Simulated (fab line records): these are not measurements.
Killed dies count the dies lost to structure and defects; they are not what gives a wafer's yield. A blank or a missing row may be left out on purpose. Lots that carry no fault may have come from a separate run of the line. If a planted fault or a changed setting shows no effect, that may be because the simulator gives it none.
fab line records	flow n5-finfet
record lots=7	wafers=39
route steps=1938 shown BEOL_M2@890 BEOL_M10@1524 BEOL_M15@1787
start-h: start of the lot's first displayed wafer, in hours after the record's first day	wait-h: hours since the lot's step before	" as in the row above	L1.1+2: one row covering several wafers at once	- value missing, or start not given	* or withheld: withheld	< > ~ a bound
route shown NAME@n: a module of which the file shows steps, and the number in the route of the first	usual: average and standard deviation across the fault-free wafers	same: alike in all rows	chamber/n: place in a boat	sites: each site's reading	_std_site: how widely they spread, as a standard deviation	_edge_site: mean of outer sites minus mean of inner sites	radius-mm: how far each site lies from the wafer's centre	mask NAME#n: copy n	behind: the tool/chamber that last shaped the wafer	hold: what put the lot on hold/how long, in hours/how the hold closed	device: whichever transistor did not switch (one of n, p or np)	end of line: tests run on the same wafers once the route is complete	step lacking rows: just its recipe	killed: dies lost to structure and defects at the first sort, not the wafer's yield	map: shows each die of a wafer: x if killed, . if not, _ if none is there
set.NAME: the setting that was run; set.NAME@STEP: the one run at that earlier step	model.NAME: the simulator's own value behind a step, which no gauge read
one table per step and one row per wafer, for lots whose settings were changed on purpose
## steps
# step N5_BEOL_M2_TRENCH_ETCH_37
# recipe chemistry=C4F6/O2	target-depth-a=555.55	target=SiOC	time-s=29.2	ion-energy-ev=250	pressure-mtorr=30	source-w=355	bias-w=185	Ar_flow_sccm=300	C4F6_flow_sccm=10	O2_flow_sccm=10
lot.wafer	tool	chamber	start-h	wait-h	set.time-s	model.BEOL_M2.feature-depth-nm	model.etch.depth-nm
L074.1	rie-diel-01	1	-	-	29.2	56.4	56.37
L074.2	"	3	"	"	29.2	56	56.07
L074.3	"	2	"	"	29.2	54.8	54.89
L074.4	"	0	"	"	39.94	75.6	75.53
L074.5	"	2	"	"	39.94	75.8	75.72
L074.6	"	1	"	"	39.94	76.8	76.78
L075.1	rie-diel-06	3	-	-	29.2	54.6	54.54
L075.2	"	0	"	"	29.2	53.4	53.45
L075.3	"	2	"	"	37.39	70.2	70.12
L075.4	"	2	"	"	37.39	70.6	70.54
L075.5	"	3	"	"	29.2	54.6	54.67
L075.6	"	0	"	"	37.39	68.8	68.74
L082.1	rie-diel-06	3	-	-	29.2	54.8	54.76
L082.2	"	0	"	"	29.2	53.6	53.62
L082.3	"	2	"	"	29.2	55	55.06
L082.4	"	3	"	"	29.2	55.2	55.11
L082.5	"	2	"	"	29.2	54.8	54.73
L082.6	"	0	"	"	29.2	53.6	53.53
L084.1	rie-diel-06	3	-	-	29.2	54.8	54.86
L084.2	"	2	"	"	29.2	55.4	55.41
L084.3	"	0	"	"	34.62	63.6	63.51
L084.4	"	2	"	"	34.62	65.8	65.75
L084.5	"	0	"	"	29.2	54	54.03
L084.6	"	3	"	"	34.62	65	64.97
L085.1	rie-diel-01	1	-	-	29.2	56	56.02
L085.2	"	2	"	"	29.2	55.4	55.36
L085.3	"	3	"	"	29.2	57.2	57.26
L085.4	"	0	"	"	29.2	55	54.92
L085.5	"	2	"	"	29.2	55.2	55.16
L085.6	"	1	"	"	29.2	55.8	55.86
L086.1	rie-diel-01	1	-	-	41.26	78.8	78.75
L086.2	"	2	"	"	29.2	55.6	55.62
L086.3	"	0	"	"	41.26	77.8	77.73
L086.4	"	3	"	"	29.2	57.2	57.2
L086.5	"	2	"	"	41.26	77.6	77.54
L086.6	"	1	"	"	29.2	55.6	55.68
L095.1	rie-diel-01	2	-	-	29.2	54.8	54.7
L095.2	"	0	"	"	29.2	55	55
L095.4	"	3	"	"	29.2	57.2	57.18
# step N5_BEOL_M2_ETCH_41
# recipe chemistry=CH3F/O2	target=SiCN	target-depth-a=299	taper-deg=2	time-s=52.5	ion-energy-ev=120	mask-material=TiN	pressure-mtorr=30	source-w=395	bias-w=75	Ar_flow_sccm=150	CH3F_flow_sccm=30	O2_flow_sccm=20
# step N5_BEOL_M2_STRIP_97
# recipe chemistry=N2/H2	time-s=10	power-w=450	temp-c=40	pressure-mtorr=20	rf-frequency-hz=6e+07	bias-power-w=7	n2-flow-sccm=200	h2-flow-sccm=200
# step N5_BEOL_M2_OCD_MEAS_38
# usual trench-depth-nm=55.2/0.88
lot.wafer	tool	chamber	start-h	wait-h	set.time-s@BEOL_M2_TRENCH_ETCH_37	trench-depth-nm
L074.1	ocd-02	-	135.72	-	29.2	56.7
L074.2	"	-	"	"	29.2	56.4
L074.3	"	-	"	"	29.2	54.7
L074.4	"	-	"	"	39.94	75.4
L074.5	"	-	"	"	39.94	76.0
L074.6	"	-	"	"	39.94	76.5
L075.1	ocd-01	-	149.86	-	29.2	54.2
L075.2	"	-	"	"	29.2	53.4
L075.3	"	-	"	"	37.39	70.0
L075.4	"	-	"	"	37.39	70.4
L075.5	"	-	"	"	29.2	54.4
L075.6	"	-	"	"	37.39	69.1
L082.1	ocd-01	-	191.15	-	29.2	54.4
L082.2	"	-	"	"	29.2	53.1
L082.3	"	-	"	"	29.2	55.1
L082.4	"	-	"	"	29.2	55.5
L082.5	"	-	"	"	29.2	54.8
L082.6	"	-	"	"	29.2	53.3
L084.1	ocd-01	-	211.08	-	29.2	54.7
L084.2	"	-	"	"	29.2	55.6
L084.3	"	-	"	"	34.62	63.3
L084.4	"	-	"	"	34.62	65.5
L084.5	"	-	"	"	29.2	54.0
L084.6	"	-	"	"	34.62	64.3
L085.1	ocd-02	-	216.34	-	29.2	56.1
L085.2	"	-	"	"	29.2	55.5
L085.3	"	-	"	"	29.2	57.4
L085.4	"	-	"	"	29.2	54.8
L085.5	"	-	"	"	29.2	55.7
L085.6	"	-	"	"	29.2	55.8
L086.1	ocd-02	-	226.56	-	41.26	78.8
L086.2	"	-	"	"	29.2	55.6
L086.3	"	-	"	"	41.26	77.9
L086.4	"	-	"	"	29.2	56.8
L086.5	"	-	"	"	41.26	77.7
L086.6	"	-	"	"	29.2	56.1
L095.1	ocd-01	-	265.88	-	29.2	54.6
L095.2	"	-	"	"	29.2	54.8
L095.4	"	-	"	"	29.2	57.4
# step N5_BEOL_M2_HM_STRIP_39
# recipe chemistry=peroxide-tin-strip	material=TiN	target-depth-a=250	temp-c=50	time-s=158
# step N5_BEOL_M2_SRD_40
# recipe time-s=30	temp-c=23	rinse-liquid=diw	dry=ipa-marangoni
# step N5_BEOL_M2_ECD_50
# recipe material=Cu	target-thk-a=3000
# step N5_BEOL_M2_ANNEAL_51
# recipe temp-c=225	time-s=90	ambient=N2
# step N5_BEOL_M2_CMP_52
# recipe stop-on=SiOC	t-overpolish-s=6.8	down-force-psi=1	platen-rpm=50	clearing-platen-down-force-psi=1.5	clearing-platen-rpm=50	post-cmp-clean=cu-alkaline	target-thk-nm=40	clearing-platen-pad-velocity-m-s=0.99484	pad-velocity-m-s=0.99484
lot.wafer	tool	chamber	start-h	wait-h	set.time-s@BEOL_M2_TRENCH_ETCH_37	model.Cu_of_BEOL_M2_ECD_50.thk-nm
L074.1	cmp-03	1	139.46	0.3	29.2	41.8
L074.4	"	2	"	"	39.94	59.6
L074.2	"	3	"	"	29.2	41.4
L074.3	"	0	"	"	29.2	38.6
L074.5	"	1	"	"	39.94	61.6
L074.6	"	2	"	"	39.94	60
L075.4	cmp-02	2	153.00	0.1	37.39	54.8
L075.3	"	3	"	"	37.39	55.6
L075.2	"	0	"	"	29.2	38
L075.1	"	1	"	"	29.2	40.2
L075.6	"	2	"	"	37.39	52.6
L075.5	"	3	"	"	29.2	39.4
L082.3	cmp-02	1	194.79	0.2	29.2	39.8
L082.2	"	2	"	"	29.2	37.6
L082.4	"	3	"	"	29.2	40.6
L082.1	"	0	"	"	29.2	39.6
L082.5	"	1	"	"	29.2	40.2
L082.6	"	2	"	"	29.2	38
L084.1+2	cmp-03	1,2	214.74	0.3	29.2	38.8
L084.4+6	"	3,1	"	"	34.62	50.4
L084.3	"	0	"	"	34.62	47
L084.5	"	2	"	"	29.2	37
L085.3	cmp-04	3	221.03	0.2	29.2	42.8
L085.4	"	0	"	"	29.2	39.8
L085.2+6	"	1,0	"	"	29.2	40
L085.1	"	2	"	"	29.2	40.4
L085.5	"	3	"	"	29.2	40.8
L086.1	cmp-04	1	230.21	0.3	41.26	64.4
L086.2	"	2	"	"	29.2	39.8
L086.3	"	3	"	"	41.26	62.8
L086.4	"	0	"	"	29.2	40.6
L086.6	"	1	"	"	29.2	40
L086.5	"	2	"	"	41.26	62.2
L095.2	cmp-02	1	270.89	0.2	29.2	40
L095.1	"	2	"	"	29.2	37.6
L095.4	"	0	"	"	29.2	42.2
# step N5_BEOL_M2_THK_MEAS_53
# recipe thk-meas-gauge=xrf	reads=Cu_of_BEOL_M2_ECD_50
# usual M2_THK=40.4/1.5
lot.wafer	tool	chamber	start-h	wait-h	set.time-s@BEOL_M2_TRENCH_ETCH_37	M2_THK[nm]
L074.1	film-metro-02	-	139.76	-	29.2	42.0
L074.2	"	-	"	"	29.2	41.9
L074.3	"	-	"	"	29.2	39.1
L074.4	"	-	"	"	39.94	60.3
L074.5	"	-	"	"	39.94	62.4
L074.6	"	-	"	"	39.94	60.8
L075.1	film-metro-01	-	153.30	-	29.2	40.4
L075.2	"	-	"	"	29.2	38.4
L075.3	"	-	"	"	37.39	56.0
L075.4	"	-	"	"	37.39	55.4
L075.5	"	-	"	"	29.2	39.8
L075.6	"	-	"	"	37.39	53.0
L082.1	film-metro-01	-	195.09	-	29.2	39.7
L082.2	"	-	"	"	29.2	38.0
L082.3	"	-	"	"	29.2	40.1
L082.4	"	-	"	"	29.2	40.8
L082.5	"	-	"	"	29.2	40.5
L082.6	"	-	"	"	29.2	38.3
L084.1	film-metro-02	-	215.04	-	29.2	39.1
L084.2	"	-	"	"	29.2	39.1
L084.3	"	-	"	"	34.62	47.6
L084.4	"	-	"	"	34.62	50.7
L084.5	"	-	"	"	29.2	37.5
L084.6	"	-	"	"	34.62	51.0
L085.1	film-metro-01	-	221.32	-	29.2	40.8
L085.2	"	-	"	"	29.2	40.5
L085.3	"	-	"	"	29.2	43.1
L085.4	"	-	"	"	29.2	40.1
L085.5	"	-	"	"	29.2	41.1
L085.6	"	-	"	"	29.2	40.5
L086.1	film-metro-01	-	230.51	-	41.26	65.0
L086.2	"	-	"	"	29.2	40.0
L086.3	"	-	"	"	41.26	63.3
L086.4	"	-	"	"	29.2	41.0
L086.5	"	-	"	"	41.26	62.6
L086.6	"	-	"	"	29.2	40.4
L095.1	film-metro-01	-	271.18	-	29.2	37.6
L095.2	"	-	"	"	29.2	40.1
L095.4	"	-	"	"	29.2	42.2
# step N5_BEOL_M2_PRE_CLEAN_60
# recipe gas=NH3/H2	time-s=15	temp-c=*	rf-power-w=300
# step N5_BEOL_M2_CO_CAP_55
# recipe material=Co	target-thk-a=20	temp-c=200	precursor=CCTBA/H2	pressure-torr=30	time-s=102.1
# step N5_BEOL_M2_PRE_CLEAN_56
# recipe gas=NH3	time-s=15	temp-c=withheld	rf-power-w=300
# step N5_BEOL_M2_DEP_57
# recipe material=SiCN	target-thk-a=80	temp-c=withheld	precursor=3MS/NH3	pressure-torr=3	rf-w=202	time-s=14
# step N5_BEOL_M2_RS_MEAS_58
# recipe thk-meas-gauge=four-point-probe	reads=Co_of_BEOL_M2_CO_CAP_55+Cu_of_BEOL_M2_ECD_50+Co_of_BEOL_M2_CVD_47+TaN_of_BEOL_M2_ALD_84
# usual M2_RS=0.67/0.031
lot.wafer	tool	chamber	start-h	wait-h	set.time-s@BEOL_M2_TRENCH_ETCH_37	M2_RS[ohm/sq]
L074.1	film-metro-02	-	140.02	0.0	29.2	0.63
L074.2	"	-	"	"	29.2	0.64
L074.3	"	-	"	"	29.2	0.70
L074.4	"	-	"	"	39.94	0.40
L074.5	"	-	"	"	39.94	0.39
L074.6	"	-	"	"	39.94	0.40
L075.1	film-metro-02	-	153.56	0.1	29.2	0.66
L075.2	"	-	"	"	29.2	0.71
L075.3	"	-	"	"	37.39	0.44
L075.4	"	-	"	"	37.39	0.45
L075.5	"	-	"	"	29.2	0.68
L075.6	"	-	"	"	37.39	0.47
L082.1	film-metro-02	-	195.35	0.0	29.2	0.68
L082.2	"	-	"	"	29.2	0.72
L082.3	"	-	"	"	29.2	0.67
L082.4	"	-	"	"	29.2	0.66
L082.5	"	-	"	"	29.2	0.66
L082.6	"	-	"	"	29.2	0.71
L084.1	film-metro-02	-	215.30	0.0	29.2	0.69
L084.2	"	-	"	"	29.2	0.69
L084.3	"	-	"	"	34.62	0.55
L084.4	"	-	"	"	34.62	0.50
L084.5	"	-	"	"	29.2	0.74
L084.6	"	-	"	"	34.62	0.50
L085.1	film-metro-02	-	221.58	0.0	29.2	0.66
L085.2	"	-	"	"	29.2	0.67
L085.3	"	-	"	"	29.2	0.61
L085.4	"	-	"	"	29.2	0.67
L085.5	"	-	"	"	29.2	0.65
L085.6	"	-	"	"	29.2	0.67
L086.1	film-metro-01	-	230.77	0.0	41.26	0.37
L086.2	"	-	"	"	29.2	0.67
L086.3	"	-	"	"	41.26	0.38
L086.4	"	-	"	"	29.2	0.66
L086.5	"	-	"	"	41.26	0.39
L086.6	"	-	"	"	29.2	0.67
L095.1	film-metro-02	-	271.44	0.0	29.2	0.73
L095.2	"	-	"	"	29.2	0.67
L095.4	"	-	"	"	29.2	0.62
# step N5_BEOL_M10_ALD_74
# recipe material=TaN	target-thk-a=20	temp-c=275	ald-precursor-family=PDMAT	ald-co-reactant=NH3	pressure-torr=3	carrier-flow-sccm=1500	pulse-time-s=2	purge-time-s=3	co-reactant-purge-time-s=2	co-reactant-pulse-time-s=3	ald-cycles=40	precursor-vessel-temp-c=75	precursor-vessel-pressure-torr=26.25	precursor-vessel-carrier-sccm=1000
lot.wafer	tool	chamber	start-h	wait-h	set.ald-cycles	model.TaN_of_BEOL_M10_ALD_74.thk-nm
L074.1+4+6	ald-metal-01	2,3,2	220.79	0.0	40	2
L074.2+3+5	"	1,0,3	"	"	55	2.8
L075.1+3+5	ald-metal-03	2,3,3	251.15	0.0	61	3
L075.2+4+6	"	1,0,2	"	"	40	2
L082.1+2+3+4+5+6	ald-metal-03	3,1,0,2,1,2	283.45	0.1	40	2
L085.1+3+4	ald-metal-01	2,2,1	309.19	0.0	40	2
L085.2+5+6	"	1,1,2	"	"	33	1.6
L084.1+4+6	ald-metal-01	2,2,1	309.80	0.0	40	2
L084.2+3+5	"	1,1,2	"	"	34	1.8
L086.1+5+6	ald-metal-01	3,3,2	320.06	0.0	40	2
L086.2+3+4	"	1,2,1	"	"	27	1.4
L095.1+2+4	ald-metal-03	1,3,2	371.20	0.1	40	2
# step N5_BEOL_M15_ETCH_59
# recipe chemistry=N2/H2	target=BARC	target-depth-a=890	overetch-a=267	time-s=67.9	ion-energy-ev=200	pressure-mtorr=30	source-w=840	bias-w=150	n2-flow-sccm=200	h2-flow-sccm=200
lot.wafer	tool	chamber	start-h	wait-h	set.time-s	model.coat_of_BEOL_M15_COAT_04.thk-nm
L074.1	rie-diel-05	2	247.86	0.0	67.9	719.6
L074.2	"	0	"	"	84.29	704.8
L074.3	"	1	"	"	67.9	720.2
L074.4	"	3	"	"	84.29	704.2
L074.5	"	3	"	"	67.9	720
L074.6	"	2	"	"	84.29	702.4
L075.1	rie-diel-05	3	278.54	0.0	67.9	721
L075.2	"	0	"	"	67.9	720.4
L075.3	"	1	"	"	94.75	693.8
L075.4	"	2	"	"	94.75	693.2
L075.5	"	2	"	"	67.9	716.4
L075.6	"	1	"	"	94.75	692.2
L082.1	rie-diel-05	1	309.19	0.0	67.9	716
L082.2	"	0	"	"	67.9	719.2
L082.3	"	3	"	"	32.67	752.2
L082.4	"	2	"	"	32.67	751
L082.5	"	1	"	"	67.9	718
L082.6	"	0	"	"	32.67	752
L085.1	rie-diel-04	0	342.48	0.0	53.31	732.4
L085.2	"	3	"	"	53.31	734.6
L085.3	"	2	"	"	67.9	718.6
L085.4	"	1	"	"	53.31	733.8
L085.5	"	1	"	"	67.9	720
L085.6	"	2	"	"	67.9	719.6
L084.1+4	rie-diel-04	3,0	343.17	0.0	67.9	717.8
L084.2	"	1	"	"	83.52	704.6
L084.3	"	2	"	"	83.52	700.4
L084.5	"	2	"	"	67.9	716.8
L084.6	"	3	"	"	83.52	705
L086.1	rie-diel-03	2	346.67	0.0	67.9	713.6
L086.2	"	1	"	"	67.9	722.4
L086.3	"	0	"	"	67.9	718.8
L086.4	"	1	"	"	67.9	720.6
L086.5	"	0	"	"	67.9	718.2
L086.6	"	2	"	"	67.9	713.8
L095.1	rie-diel-05	3	398.66	0.0	67.9	717
L095.2	"	0	"	"	67.9	714.8
L095.4	"	1	"	"	67.9	713.6
# step N5_BEOL_M15_VIA_ETCH_16
# recipe chemistry=C4F8/O2/Ar	target=SiO2	he-inner-torr=15	he-outer-torr=30	target-depth-a=17922	time-s=withheld	ion-energy-ev=800	pressure-mtorr=20	source-w=1905	bias-w=2040	Ar_flow_sccm=400	C4F8_flow_sccm=16	O2_flow_sccm=12	ends=cleared
lot.wafer	tool	chamber	start-h	wait-h	set.time-s@BEOL_M15_ETCH_59	model.coat_of_BEOL_M15_COAT_04.thk-nm
L074.1	rie-diel-05	2	247.91	0.0	*	340.4
L074.2	"	0	"	"	*	315.6
L074.3	"	1	"	"	*	336.2
L074.4	"	3	"	"	*	314.8
L074.5	"	3	"	"	*	329.6
L074.6	"	2	"	"	*	318.6
L075.1	rie-diel-05	3	278.60	0.0	*	340.6
L075.2	"	0	"	"	*	330.4
L075.3	"	1	"	"	*	309.6
L075.4	"	2	"	"	*	305.2
L075.5	"	2	"	"	*	332.6
L075.6	"	1	"	"	*	296.2
L082.1	rie-diel-05	1	309.24	0.0	*	332.4
L082.2	"	0	"	"	*	331.8
L082.3	"	3	"	"	*	373.2
L082.4	"	2	"	"	*	369.6
L082.5	"	1	"	"	*	327.4
L082.6	"	0	"	"	*	361.8
L085.1	rie-diel-04	0	342.53	0.0	*	361.4
L085.2+4	"	3,1	"	"	*	360.8
L085.3	"	2	"	"	*	333.8
L085.5	"	1	"	"	*	347.6
L085.6	"	2	"	"	*	334.8
L084.1	rie-diel-04	3	343.22	0.0	*	357
L084.2	"	1	"	"	*	338.6
L084.3	"	2	"	"	*	320
L084.4	"	0	"	"	*	339
L084.5	"	2	"	"	*	333
L084.6	"	3	"	"	*	330.6
L086.1+6	rie-diel-03	2	346.72	0.0	*	328.4
L086.2	"	1	"	"	*	345
L086.3	"	0	"	"	*	343.6
L086.4	"	1	"	"	*	338.8
L086.5	"	0	"	"	*	332
L095.1	rie-diel-05	3	398.71	0.0	*	337.4
L095.2	"	0	"	"	*	323
L095.4	"	1	"	"	*	318.6
# step N5_BEOL_M15_STRIP_63
# recipe chemistry=O2	power-w=600	temp-c=60	pressure-mtorr=30	rf-frequency-hz=6e+07	bias-power-w=0	overash-fraction=0.3	o2-flow-sccm=225
# step N5_BEOL_M15_STRIP_64
# recipe chemistry=O2	power-w=600	temp-c=60	pressure-mtorr=30	rf-frequency-hz=6e+07	bias-power-w=0	overash-fraction=0.3	o2-flow-sccm=225
# step N5_BEOL_M15_STRIP_65
# recipe chemistry=post-etch-residue-remover	time-s=60	temp-c=25	remover-ph=withheld	remover-water-wt-pct=withheld	remover-fluoride-wt-pct=withheld
# step N5_BEOL_M15_SRD_66
# recipe time-s=30	temp-c=23	rinse-liquid=diw	dry=n2-spin	spin-rpm=1500	dry-time-s=30
# step N5_BEOL_M15_CD_MEAS_17
# recipe target-cd-nm=360	polarity=opening
# usual cd-nm=362.0/2
lot.wafer	tool	chamber	start-h	wait-h	set.time-s@BEOL_M15_ETCH_59	cd-nm
L074.1	cd-sem-03	-	248.32	0.0	67.9	362.1
L074.2	"	-	"	"	84.29	368.0
L074.3	"	-	"	"	67.9	363.5
L074.4	"	-	"	"	84.29	366.1
L074.5	"	-	"	"	67.9	362.3
L074.6	"	-	"	"	84.29	366.5
L075.1	cd-sem-02	-	279.01	0.0	67.9	364.1
L075.2	"	-	"	"	67.9	364.4
L075.3	"	-	"	"	94.75	367.6
L075.4	"	-	"	"	94.75	366.1
L075.5	"	-	"	"	67.9	358.4
L075.6	"	-	"	"	94.75	368.9
L082.1	cd-sem-02	-	309.65	0.0	67.9	364.2
L082.2	"	-	"	"	67.9	363.8
L082.3	"	-	"	"	32.67	354.1
L082.4	"	-	"	"	32.67	352.3
L082.5	"	-	"	"	67.9	365.2
L082.6	"	-	"	"	32.67	354.2
L085.1	cd-sem-03	-	342.94	0.0	53.31	358.8
L085.2	"	-	"	"	53.31	361.3
L085.3	"	-	"	"	67.9	362.8
L085.4	"	-	"	"	53.31	359.4
L085.5	"	-	"	"	67.9	361.7
L085.6	"	-	"	"	67.9	364.2
L084.1	cd-sem-01	-	343.63	0.0	67.9	363.3
L084.2	"	-	"	"	83.52	364.1
L084.3	"	-	"	"	83.52	368.1
L084.4	"	-	"	"	67.9	359.6
L084.5	"	-	"	"	67.9	364.5
L084.6	"	-	"	"	83.52	364.7
L086.1	cd-sem-01	-	347.13	0.0	67.9	362.2
L086.2	"	-	"	"	67.9	364.3
L086.3	"	-	"	"	67.9	361.3
L086.4	"	-	"	"	67.9	361.4
L086.5	"	-	"	"	67.9	365.2
L086.6	"	-	"	"	67.9	362.4
L095.1	cd-sem-01	-	399.12	0.0	67.9	362.9
L095.2	"	-	"	"	67.9	362.2
L095.4	"	-	"	"	67.9	360.6
## key
split step=N5_BEOL_M2_TRENCH_ETCH_37	setting=time-s	stated=29.2	by=wafer
response step=N5_BEOL_M2_TRENCH_ETCH_37	reading=model.BEOL_M2.feature-depth-nm	change=+0.544	per=1%	r=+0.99
response step=N5_BEOL_M2_TRENCH_ETCH_37	reading=model.etch.depth-nm	change=+0.541	per=1%	r=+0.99
response step=N5_BEOL_M2_OCD_MEAS_38	reading=trench-depth-nm	change=+0.541	per=1%	r=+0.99
response step=N5_BEOL_M2_CMP_52	reading=model.Cu_of_BEOL_M2_ECD_50.thk-nm	change=+0.551	per=1%	r=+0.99
response step=N5_BEOL_M2_THK_MEAS_53	reading=M2_THK	change=+0.557	per=1%	r=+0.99
response step=N5_BEOL_M2_RS_MEAS_58	reading=M2_RS	change=-0.00751	per=1%	r=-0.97
split step=N5_BEOL_M10_ALD_74	setting=ald-cycles	stated=40	by=wafer
response step=N5_BEOL_M10_ALD_74	reading=model.TaN_of_BEOL_M10_ALD_74.thk-nm	change=+0.0195	per=1%	r=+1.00
split step=N5_BEOL_M15_ETCH_59	setting=time-s	stated=67.9	by=wafer
response step=N5_BEOL_M15_ETCH_59	reading=model.coat_of_BEOL_M15_COAT_04.thk-nm	change=-0.655	per=1%	r=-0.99
response step=N5_BEOL_M15_VIA_ETCH_16	reading=model.coat_of_BEOL_M15_COAT_04.thk-nm	change=-0.758	per=1%	r=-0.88
response step=N5_BEOL_M15_CD_MEAS_17	reading=cd-nm	change=+0.174	per=1%	r=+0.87
